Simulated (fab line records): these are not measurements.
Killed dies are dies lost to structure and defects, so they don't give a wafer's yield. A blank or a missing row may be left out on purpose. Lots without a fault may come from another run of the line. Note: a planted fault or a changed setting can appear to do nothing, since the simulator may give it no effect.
A lot that was struck, set against a sound lot    flow nand-harc    15 steps out of a route of 1302
Sound: the wafers L393.1, L393.4, L393.6. Struck: wafers L380.1, L380.3, L380.5. The cause is given at the end.
Each step with rows lists, per side, the tool, then ch with its chambers, then its first start. Under that, the readings that differ: sound wafers    struck wafers    difference of the means    sigmas: that difference in standard deviations of wafers without a fault.
alike: a reading whose means differ by less than 2 such deviations, as well as words and numbers matching on both sides. not compared: withheld readings; readings where some wafer has no value; bounds like >300 that might hide an equal value; numbers whose values overlap and for which the record gives no deviation.
The two part at a step that has a row with sigmas, a row that says differs or no value, or rows on one side only. When numbers do not overlap yet have no deviation, they are printed without sigmas and do not part them. A reading that every wafer of one side lacks parts them only if that side has two wafers or more.

first, 4 steps without rows for these wafers: NHARC_A_DECK1_JOINT_CURE_26 (time 32 s); NHARC_A_DECK1_JOINT_ANNEAL_27 (time 3600 s); NHARC_A_DECK1_JOINT_ANNEAL_28 (time 1800 s); NHARC_A_DECK1_JOINT_ANNEAL_29 (time 1800 s).
NHARC_A_DECK1_JOINT_CMP_02: polishes SiOx.
  sound on cmp-04 ch 0,2,3, day 20 03:37; struck on cmp-03 ch 1,2, day 14 12:56
  alike: motor-current-A
  not compared: pad-life-wafers
next, for these wafers, 1 step has no rows: NHARC_A_DECK1_JOINT_SRD_15.
NHARC_A_DECK1_JOINT_DEP_16: deposits SiO2, target thk 45 nm.
  sound on pecvd-01 ch 0,2, day 20 04:13; struck on pecvd-01 ch 0,2, day 14 13:18
  alike: flow-sccm, heater-power-w, mfc-precursor-sccm, rf-fwd-power-W, throttle-valve-pct
NHARC_A_DECK1_JOINT_THK_MEAS_17: measures by ellipsometry.
  sound on film-metro-02, day 20 04:26; struck on film-metro-01, day 14 13:35
  alike: thk-nm
NHARC_A_DECK1_JOINT_INSPECT_05:
  sound on defect-inspect-01, day 20 04:28; struck on defect-inspect-01, day 14 13:37
  alike: raw-defect-count
next comes 1 step that has no rows for these wafers: NHARC_A_ONON_D2_DEP_00 (target thickness 1000 nm).
NHARC_A_ONON_D2_THK_MEAS_02: measures by ellipsometry.
  sound on film-metro-01, day 20 05:03; struck on film-metro-02, day 14 14:11
  alike: thk-nm
NHARC_A_ONON_D2_DEP_03: target thk 1000 nm.
  sound on pecvd-onon-04 ch 0, day 20 05:06; struck on pecvd-onon-04 ch 0, day 14 14:14
  alike: n2-flow-sccm
NHARC_A_ONON_D2_THK_MEAS_05: measures by ellipsometry.
  sound on film-metro-02, day 20 05:37; struck on film-metro-01, day 14 14:45
reading      sound           struck          difference  sigmas
thk-nm (nm)  1002 1002 1000  1409 1408 1407  +407        +47
next comes 1 step that has no rows for these wafers: NHARC_A_ONON_D2_DEP_06 (target thickness 1000 nm).
-- jump in the record: it breaks off in module A_ONON_D2 and resumes in module END (first step shown: number 1302 of the route), and 11 days separate the struck wafers' starts before and after --
NHARC_END_SORT_01:
  sound on prober-01 ch 0, day 32 07:54; struck on prober-01 ch 0, day 26 02:40
reading              sound     struck       difference  sigmas
killed-at-array      83 55 62  672 672 672  +605        +34
killed-at-other      0 0 0     3 1 4        +3          +2
killed-at-periphery  10 6 7    2 4 1        -5          -2
killed-dies          93 61 69  677 677 677  +603        +32
  alike: killed-open, killed-short

## WHERE THEY PART
First at NHARC_A_ONON_D2_THK_MEAS_05; last, within this record, at NHARC_END_SORT_01.

WHY: whatever the simulator had introduced
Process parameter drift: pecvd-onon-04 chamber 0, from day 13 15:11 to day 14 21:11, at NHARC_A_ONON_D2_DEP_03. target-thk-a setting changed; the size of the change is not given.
